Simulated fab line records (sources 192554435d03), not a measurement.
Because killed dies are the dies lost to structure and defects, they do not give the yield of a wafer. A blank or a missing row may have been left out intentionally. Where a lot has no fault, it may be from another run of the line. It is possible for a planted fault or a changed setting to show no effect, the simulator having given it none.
Matching of chambers -- flow n5Finfet -- N5_BEOL_M0_SAQP_MANDREL1_REMOVE_100 on rieSi-02: 4 sister chambers
The step chemistry HBr/Cl2/O2, target a-Si, stops on SiNx, bt time 10 s. 4 wafers are shown with their chamber, then 8 later ones without.

## WAFERS PAIRED WITH THEIR CHAMBERS
wafer,chamber,throttleValvePct (%)
L078.4,0,36.42
L083.4,3,36.83
L083.6,2,36.49
L085.3,1,36.78

## WAFERS MISSING THEIR CHAMBER
wafer,throttleValvePct (%)
L085.4,36.82
L085.5,36.48
L089.3,36.84
L089.4,36.49
L089.6,36.49
L093.2,36.84
L093.3,36.77
L093.4,36.78

## WHICH CHAMBER EACH ONE RAN IN
wafer,from the rows above,in truth
L085.4,3,3
L085.5,2,2
L089.3,3,3
L089.4,2,2
L089.6,2,2
L093.2,3,3
L093.3,1,1
L093.4,1,1
Placed correctly: 8 of 8. Number that these rows cannot place: 0. 0 placed wrongly.
How it was worked out, from the rows above alone: a wafer's distance from a chamber is the root of the sum, over the readings, of the square of ((its reading less the chamber's mean) divided by the reading's scatter). If the next closest chamber is less than 2 further off than the closest, the wafer can't be placed; otherwise it belongs to the closest. For every chamber, the mean is computed from those of its wafers that are shown. The scatter: with one shown wafer a chamber, the root of the mean of the squares of how far each hidden wafer lies from its nearest shown one.
